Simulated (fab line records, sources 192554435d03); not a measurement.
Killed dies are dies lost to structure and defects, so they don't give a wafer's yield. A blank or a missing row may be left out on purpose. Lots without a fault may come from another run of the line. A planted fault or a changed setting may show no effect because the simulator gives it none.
A struck lot beside a sound one | flow n5_finfet | 42 steps out of a route of 1938
Sound: wafers L482.2, L482.3, L482.4. Struck: wafer L490.2. (L490.3 of the same lot was not struck and is left out.) The cause comes at the end.
At each step with rows: each side's tool, then ch and its chambers, then its first start. Under that, the readings that differ: sound wafers | struck wafers | difference of the means | sigmas: that difference in standard deviations of wafers without a fault.
alike: readings whose means differ by less than 2 such deviations, and words and numbers that are the same on both sides. not compared: withheld readings, readings that some wafer has no value for, bounds like >300 that may hide the same value, and numbers for which the record gives no deviation and whose values overlap.
The two part at a step that has a row with sigmas, a row that says differs or no value, or rows on one side only. Numbers that don't overlap but have no deviation are shown without sigmas and don't part them. A reading that every wafer of one side lacks parts them only if that side has two wafers or more.

first, 11 steps without rows for these wafers: N5_GATE_CUT_ETCHBACK_00 (etches W in SF6/Cl2); N5_GATE_CUT_ETCH_56 (etches TiN in Cl2/Ar, target depth 21.6 nm); N5_GATE_CUT_ETCHBACK_30 (etches TiN in Cl2/Ar, target depth 3 nm); N5_GATE_CUT_VAPOR_ETCH_60 (etches HfO2 in BCl3/Cl2); N5_GATE_CUT_ETCH_58 (etches SiNx in CH3F/O2, target depth 17 nm, time 128.6 s); N5_GATE_CUT_STRIP_59 (strips in N2/H2, time 20 s); N5_GATE_CUT_PRECLEAN_31 (cleans in DIW, time 300 s); N5_GATE_CUT_SRD_32 (time 30 s); N5_GATE_CUT_SAC_CAP_01 (material SiNx, target thk 24 nm, pulse time 1 s, ald cycles 480); N5_GATE_CUT_PECVD_57 (deposits SiNx from SiH4/NH3/N2, target thk 21 nm); N5_GATE_CUT_CMP_02 (polishes, stops on SiO2, t overpolish 12.7 s, target thk 0 nm).
N5_GATE_CUT_HM_DEP_46: deposits SiO2 from TEOS/O2, target thk 130 nm, time 26.6 s.
  sound on pecvd-04 ch 0,1,2, day 4 18:58; struck on pecvd-04 ch 0, day 6 19:01
  reading                                      | sound             | struck | difference | sigmas
  model.SiO2_of_GATE_CUT_HM_DEP_46.thk_nm (nm) | 127.4 129.8 132.8 | 74     | -56        |
  alike: heater_power_w, showerhead_plenum_p_Torr, showerhead_vpp_V, throttle_valve_pct
  not compared: since_wet_clean_h
then, 15 steps without rows for these wafers: N5_GATE_CUT_COAT_34 (time 60 s, resist thk 60 nm); N5_GATE_CUT_COAT_35 (time 60 s, resist thk 10 nm); N5_GATE_CUT_COAT_27 (time 60 s, resist thk 10 nm); N5_GATE_CUT_COAT_07 (resist thk 30 nm); N5_GATE_CUT_EBR_09; N5_GATE_CUT_SOFTBAKE_08 (time 60 s); N5_GATE_CUT_EXPOSE_10 (exposes mask GATE CUT, target cd 20 nm); N5_GATE_CUT_PEB_11 (peb time 60 s); N5_GATE_CUT_DEVELOP_12 (develop time 30 s); N5_GATE_CUT_DESCUM_18 (chemistry O2, time 7 s); N5_GATE_CUT_ETCH_28 (etches underlayer in N2/H2, target depth 13 nm, time 10.4 s); N5_GATE_CUT_ETCH_36 (etches SiARC in CF4, target depth 13 nm, time 21.7 s); N5_GATE_CUT_ETCH_37 (etches SOC in N2/H2, target depth 60 nm, overetch 12 nm, time 90 s); N5_GATE_CUT_STRIP_38 (strips in N2/H2); N5_GATE_CUT_STRIP_39 (strips in N2/H2).
N5_GATE_CUT_HM_OPEN_40: chemistry C4F6/O2, target SiO2, target depth 139 nm, time 85.1 s.
  sound on rie_diel-01 ch 0,2,3, day 4 19:48; struck on rie_diel-02 ch 2, day 6 19:38
  reading                                   | sound             | struck | difference | sigmas
  etch_rf_on_time_s (s)                     | 92.4 97.1 97.0    | 53.7   | -41.8      | -25
  rf_hours_counter_h (h)                    | 157 225 142       | 254    | +79        |
  model.etch.depth_nm (nm)                  | 127.4 129.9 132.9 | 74.02  | -56.05     |
  model.SOC_of_GATE_CUT_COAT_34.thk_nm (nm) | 33.4 32.6 32.2    | 44.4   | +11.7      |
  model.GATE_CUT.cd_nm (nm)                 | 20 20 20.4        | 19.4   | -0.7       |
  alike: drypump_motor_current_A, oes_product_au, rf_vpp_V, showerhead_plenum_p_Torr, throttle_valve_pct
then, 2 steps without rows for these wafers: N5_GATE_CUT_STRIP_41 (strips in CF4); N5_GATE_CUT_STRIP_42 (strips in O2).
N5_GATE_CUT_ETCH_19: etches SiNx in CH3F/O2, target depth 53.7 nm, time 76.7 s.
  sound on rie_diel-01 ch 0,2,3, day 4 19:55; struck on rie_diel-02 ch 2, day 6 19:46
  reading                   | sound       | struck | difference | sigmas
  rf_hours_counter_h (h)    | 157 225 142 | 254    | +79        |
  model.GATE_CUT.cd_nm (nm) | 20 20 20.2  | 19.4   | -0.7       |
  alike: drypump_motor_current_A, etch_rf_on_time_s, oes_product_au, rf_vpp_V, showerhead_plenum_p_Torr, throttle_valve_pct
then, 7 steps without rows for these wafers: N5_GATE_CUT_CUT_ETCH_53 (etches W in SF6/Cl2, target depth 79.2 nm); N5_GATE_CUT_CUT_ETCH_54 (etches TiN in Cl2/BCl3, target depth 96.7 nm); N5_GATE_CUT_CUT_ETCH_55 (etches HfO2 in BCl3, target depth 3.2 nm); N5_GATE_CUT_ETCH_47 (etches SiO2 in Cl2/BCl3, target depth 10 nm); N5_GATE_CUT_VAPOR_ETCH_48 (etches TiN in BCl3/Cl2); N5_GATE_CUT_VAPOR_ETCH_49 (etches TiAlC in BCl3/Cl2); N5_GATE_CUT_VAPOR_ETCH_51 (etches HfO2 in BCl3/Cl2).
N5_GATE_CUT_THK_MEAS_24:
  sound on film_metro-01, day 4 22:22; struck on film_metro-01, day 6 22:06
  reading          | sound             | struck | difference | sigmas
  GC_FILL_THK (nm) | 217.3 220.8 222.3 | 163.3  | -56.8      | -28
N5_GATE_CUT_CMP_43: polishes SiO2.
  sound on cmp-03 ch 0,1,2, day 4 22:29; struck on cmp-01 ch 3, day 6 22:08
  reading                                      | sound     | struck | difference | sigmas
  model.SiO2_of_GATE_CUT_HM_DEP_46.thk_nm (nm) | 4.8 5 5.2 | 2.4    | -2.6       |
  alike: motor_current_A
-- the record jumps here: 5 days lie between the struck wafers' starts before and after (it left off in module GATE_CUT and takes up again in module BEOL_M4, whose first step shown is number 1111 of the route) --
N5_BEOL_M4_RC_MEAS_101:
  sound on prober-02 ch 0, day 9 16:38; struck on prober-01 ch 0, day 11 21:19
  reading       | sound                | struck | difference | sigmas
  SS_P (mV/dec) | 72.5 73.3 73.2       | 74.6   | +1.6       | +3
  VT_P (mV)     | -245.3 -247.5 -247.8 | -252.5 | -5.6       | -2
  alike: DIBL_N, DIBL_P, IOFF_N, IOFF_P, ION_N, ION_P, SS_N, VT_N
-- the record jumps here: 4 days lie between the struck wafers' starts before and after (it left off in module BEOL_M4 and takes up again in module PASSIVATION, whose first step shown is number 1936 of the route) --
N5_PASSIVATION_PROBE_49:
  the record has rows for the struck wafers here (prober-01, day 16 03:12) and none for the sound ones

WHERE THEY PART
First at N5_GATE_CUT_HM_OPEN_40; last, within this record, at N5_PASSIVATION_PROBE_49.

WHY: what the simulator had put in
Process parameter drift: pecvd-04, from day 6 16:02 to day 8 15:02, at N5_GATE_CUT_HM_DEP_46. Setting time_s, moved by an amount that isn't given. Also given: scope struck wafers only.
